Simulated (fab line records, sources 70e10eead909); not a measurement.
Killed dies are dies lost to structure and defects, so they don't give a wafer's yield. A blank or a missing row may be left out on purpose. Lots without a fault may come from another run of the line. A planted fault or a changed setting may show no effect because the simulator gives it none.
Which tool did it? | flow nand_harc | 11 lots, 33 wafers sampled, at 5 steps of a route of 1159

WHAT THE GAUGES READ, wafer by wafer
NHARC_END_SORT_01.
lot  | measured     | on        | killed_at_array | killed_at_other | killed_at_periphery | killed_dies | killed_open | killed_short
L419 | day 24 00:59 | prober-01 | 16 14 649       | 0 0 2           | 4 0 8               | 20 14 659   | 5 2 4       | 1 2 1

WHICH TOOL RAN EACH LOT (tool, then ch and the chambers of the sampled wafers, then the start)
lot  | NHARC_A_STAIRCASE_STRIP_475                   | NHARC_A_SGD_CUT_DESCUM_14          | NHARC_A_SGD_CUT_ETCH_58            | NHARC_A_SGD_CUT_CMP_21
L402 | rie_diel-13 ch 0,1, day 13 21:55 or earlier   | rie_diel-01 ch 2,3, day 13 21:55   | rie_diel-01 ch 2,3, day 13 22:01   | cmp-02 ch 0,1,2, day 14 04:45
L404 | rie_diel-05 ch 0,2,3, day 14 05:59 or earlier | rie_diel-11 ch 0,2,3, day 14 05:59 | rie_diel-11 ch 1,3, day 14 06:13   | cmp-03 ch 0,3, day 14 14:02
L406 | rie_diel-08 ch 0,2,3, day 14 06:20 or earlier | rie_diel-04 ch 1,2, day 14 06:20   | rie_diel-04 ch 1,2,3, day 14 06:28 | cmp-01 ch 2,3, day 14 14:07
L407 | rie_diel-08 ch 1,3, day 14 17:04 or earlier   | rie_diel-11 ch 0,1,2, day 14 17:04 | rie_diel-11 ch 1,3, day 14 17:09   | cmp-01 ch 1,2,3, day 15 01:12
L410 | rie_diel-08 ch 0,1,2, day 16 01:04 or earlier | rie_diel-11 ch 0,1,3, day 16 01:04 | rie_diel-11 ch 0,2,3, day 16 01:09 | cmp-01 ch 0,2, day 16 08:31
L412 | rie_diel-08 ch 0,2, day 16 11:18 or earlier   | rie_diel-01 ch 1,3, day 16 11:18   | rie_diel-01 ch 0,2,3, day 16 11:24 | cmp-01 ch 0,2,3, day 16 20:59
L413 | rie_diel-05 ch 0,1,2, day 16 10:35            | rie_diel-04 ch 1,2,3, day 16 12:17 | rie_diel-04 ch 1,2,3, day 16 12:22 | cmp-03 ch 1,2,3, day 16 20:58
L411 | rie_diel-08 ch 1,2, day 16 13:02 or earlier   | rie_diel-01 ch 1,2, day 16 13:02   | rie_diel-01 ch 0,1,2, day 16 13:08 | cmp-02 ch 2,3, day 16 20:58
L419 | rie_diel-13 ch 0,1,3, day 18 06:46 or earlier | rie_diel-11 ch 0,1,3, day 18 06:46 | rie_diel-11 ch 0,2,3, day 18 06:51 | cmp-02 ch 0,2, day 18 12:38
L424 | rie_diel-13 ch 1,2, day 19 22:02 or earlier   | rie_diel-04 ch 1,2, day 19 22:02   | rie_diel-04 ch 0,1,3, day 19 22:08 | cmp-02 ch 0,1, day 20 03:32
L425 | rie_diel-08 ch 0,1, day 19 20:43              | rie_diel-01 ch 2,3, day 19 22:24   | rie_diel-01 ch 2,3, day 19 22:31   | cmp-01 ch 0,1, day 20 03:35
- NHARC_A_STAIRCASE_STRIP_475: strips in O2, time 20 s.
- NHARC_A_SGD_CUT_DESCUM_14: chemistry O2, time 3 s.
- NHARC_A_SGD_CUT_ETCH_58: etches the open film in CF4, target depth 39 nm, time 65 s.
- NHARC_A_SGD_CUT_CMP_21: polishes, target thk 148.19 nm.

WHAT THE TOOLS THEMSELVES READ (means of the sampled wafers that have a number; where no wafer has one, the mark that the record gives instead)
NHARC_A_STAIRCASE_STRIP_475.
lot  | tool        | drypump_motor_current_A (A) | oes_product_au (a.u.) | rf_vpp_V (V) | showerhead_plenum_p_Torr (Torr) | throttle_valve_pct (%)
L402 | rie_diel-13 | 6.1                         | 0.990                 | 57.5         | 3.41                            | 17.040
L404 | rie_diel-05 | 5.8                         | 1.005                 | 58.1         | 3.41                            | 17.035
L406 | rie_diel-08 | 5.2                         | 1.005                 | 57.0         | 3.34                            | 17.036
L407 | rie_diel-08 | 5.5                         | 1.009                 | 57.2         | 3.30                            | 17.038
L410 | rie_diel-08 | 5.5                         | 0.998                 | 56.6         | 3.34                            | 17.034
L412 | rie_diel-08 | 5.3                         | 0.988                 | 57.4         | 3.36                            | 17.029
L413 | rie_diel-05 | 6.0                         | 1.007                 | 58.3         | 3.50                            | 17.036
L411 | rie_diel-08 | 5.3                         | 0.991                 | 57.1         | 3.33                            | 17.031
L419 | rie_diel-13 | 6.1                         | 0.997                 | 58.3         | 3.50                            | 17.041
L424 | rie_diel-13 | 5.3                         | 0.974                 | 57.6         | 3.42                            | 17.030
L425 | rie_diel-08 | 5.8                         | 1.002                 | 57.8         | 3.31                            | 17.035

NHARC_A_SGD_CUT_DESCUM_14.
lot  | tool        | drypump_motor_current_A (A) | oes_product_au (a.u.) | rf_vpp_V (V) | showerhead_plenum_p_Torr (Torr) | throttle_valve_pct (%)
L402 | rie_diel-01 | 5.2                         | 0.997                 | 57.2         | 1.88                            | 11.309
L404 | rie_diel-11 | 5.8                         | 1.000                 | 57.3         | 1.86                            | 11.311
L406 | rie_diel-04 | 5.5                         | 1.002                 | 58.2         | 1.95                            | 11.314
L407 | rie_diel-11 | 5.8                         | 1.009                 | 58.4         | 1.93                            | 11.313
L410 | rie_diel-11 | 5.7                         | 1.000                 | 58.0         | 1.95                            | 11.314
L412 | rie_diel-01 | 5.2                         | 0.985                 | 56.9         | 1.88                            | 11.311
L413 | rie_diel-04 | 5.7                         | 0.999                 | 58.4         | 1.94                            | 11.319
L411 | rie_diel-01 | 5.5                         | 1.000                 | 57.7         | 1.92                            | 11.311
L419 | rie_diel-11 | 5.7                         | 0.997                 | 57.0         | 1.95                            | 11.309
L424 | rie_diel-04 | 5.5                         | 1.005                 | 57.7         | 1.94                            | 11.312
L425 | rie_diel-01 | 5.0                         | 0.987                 | 57.7         | 1.85                            | 11.307

NHARC_A_SGD_CUT_ETCH_58.
lot  | tool        | drypump_motor_current_A (A) | oes_product_au (a.u.) | rf_vpp_V (V) | showerhead_plenum_p_Torr (Torr) | throttle_valve_pct (%)
L402 | rie_diel-01 | 5.2                         | 0.997                 | 150.8        | 1.74                            | 13.285
L404 | rie_diel-11 | 5.7                         | 1.004                 | 151.0        | 1.76                            | 13.280
L406 | rie_diel-04 | 5.6                         | 1.002                 | 151.9        | 1.80                            | 13.280
L407 | rie_diel-11 | 5.6                         | 1.007                 | 151.9        | 1.83                            | 13.277
L410 | rie_diel-11 | 5.8                         | 1.007                 | 151.2        | 1.72                            | 13.281
L412 | rie_diel-01 | 5.2                         | 1.002                 | 150.9        | 1.76                            | 13.286
L413 | rie_diel-04 | 5.6                         | 1.006                 | 150.4        | 1.79                            | 13.283
L411 | rie_diel-01 | 5.5                         | 0.993                 | 151.6        | 1.80                            | 13.277
L419 | rie_diel-11 | 5.8                         | 0.934                 | 150.4        | 1.72                            | 13.283
L424 | rie_diel-04 | 5.9                         | 0.995                 | 151.2        | 1.82                            | 13.275
L425 | rie_diel-01 | 5.0                         | 0.995                 | 151.0        | 1.72                            | 13.291

NHARC_A_SGD_CUT_CMP_21.
lot  | tool   | motor_current_A (A) | retaining_ring_pressure_frac | time_to_endpoint_s (s)
L402 | cmp-02 | 12.6                | 0.999                        | 53
L404 | cmp-03 | 12.3                | 0.996                        | 43
L406 | cmp-01 | 13.7                | 1.003                        | 50
L407 | cmp-01 | 13.5                | 1.000                        | 49
L410 | cmp-01 | 12.3                | 0.997                        | 45
L412 | cmp-01 | 13.3                | 0.996                        | 50
L413 | cmp-03 | 11.2                | 1.003                        | 45
L411 | cmp-02 | 12.3                | 1.000                        | 49
L419 | cmp-02 | 12.3                | 1.003                        | 51
L424 | cmp-02 | 12.3                | 0.997                        | 47
L425 | cmp-01 | 13.2                | 0.999                        | 47

THE ANSWER, worked out from the rows above alone
Rule: what is usual is taken from the lots themselves. Put in order of their means at a reading, lots are off if they are a third of the lots or fewer, leave a main group of 4 or more, and stand apart from it by a gap of 3 or more times the standard deviation of the main group's means; of several such gaps the widest counts. A main group whose means are all the same, to the digits that the tables above print for the reading, isn't used. A lot without any number at a reading at which 4 lots or more have one is off too. The other lots that the step has rows for count as sound. The gauges are gone through in route order, then the tools' own readings, and for those a lot's mean is taken as printed above. The first step at which some lot is off is used, and at that step the reading that is off furthest; a lot without a number counts as furthest.
Off: L419, at NHARC_A_SGD_CUT_ETCH_58 (oes_product_au). The main group: mean 1.001 a.u., standard deviation 0.0051.
A tool fits if, at that step or a process step before it, it ran every lot that is off, and no sound lot after the first of them. NHARC_A_STAIRCASE_STRIP_475 gives no start for some lots, so the hours and the order of its lots are those of NHARC_A_SGD_CUT_DESCUM_14. One fits: rie_diel-11 at NHARC_A_SGD_CUT_DESCUM_14 and NHARC_A_SGD_CUT_ETCH_58. At NHARC_A_SGD_CUT_DESCUM_14 its last sound lot is L410 (day 16 01:04), its first lot that is off L419 (day 18 06:46): a fault that began between those two fits.

WHAT THE SIMULATOR HAD PUT IN
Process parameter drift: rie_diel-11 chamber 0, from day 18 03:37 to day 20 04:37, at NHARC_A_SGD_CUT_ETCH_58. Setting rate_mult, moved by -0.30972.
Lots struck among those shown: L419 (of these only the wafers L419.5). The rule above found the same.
